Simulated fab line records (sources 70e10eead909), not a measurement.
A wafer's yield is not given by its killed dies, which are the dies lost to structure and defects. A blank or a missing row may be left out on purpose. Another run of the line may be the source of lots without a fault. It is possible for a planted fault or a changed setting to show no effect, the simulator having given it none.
Matching of chambers	flow nand harc	ald hk-04 running NHARC_A_CHANNEL_FILL_D1_ALD_16: 4 sister chambers
The step deposits SiO2, target thk 1.5 nm, pulse time 10 s, ald cycles 15. 8 wafers are shown with their chamber, then 8 later ones without.

## WAFERS, EACH WITH ITS CHAMBER
wafer	chamber	heater power w (W)	precursor pulse height rel
L528.4	1	451	0.992
L528.5	2	457	0.979
L529.2	3	478	1.031
L529.4	1	469	1.000
L530.1	0	445	1.004
L530.4	2	456	0.994
L530.6	0	449	0.989
L544.1	3	485	0.995

## WAFERS WITHOUT THEIR CHAMBER
wafer	heater power w (W)	precursor pulse height rel
L544.3	463	1.022
L544.5	444	1.003
L543.2	475	0.985
L543.5	464	0.983
L543.6	496	1.010
L545.1	465	1.009
L545.2	485	0.963
L545.5	466	0.999

## THE CHAMBER EACH PASSED THROUGH
wafer	from the rows above	in truth
L544.3	can't be placed: 1 or 2 or 3 or 0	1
L544.5	can't be placed: 0 or 2 or 1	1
L543.2	can't be placed: 3 or 1 or 2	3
L543.5	can't be placed: 1 or 2 or 0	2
L543.6	3	3
L545.1	can't be placed: 1 or 2 or 3 or 0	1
L545.2	can't be placed: 3 or 1 or 2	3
L545.5	can't be placed: 1 or 2 or 3 or 0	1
Correctly placed: 1 of 8. These rows do not allow placing 7 (true chamber among the candidates in 7). Number placed wrongly: 0.
How it was worked out, from the rows above alone: a wafer's distance from a chamber is the root of the sum, over the readings, of the square of ((its reading less the chamber's mean) divided by the reading's scatter). The wafer belongs to the nearest chamber; if the next one is less than 2 further off, it can't be placed. A chamber's mean is the mean of its shown wafers. How the scatter is found: for the shown wafers, subtract from each reading the mean of its chamber, square and add these, divide the total by (wafers less chambers), then take the root.
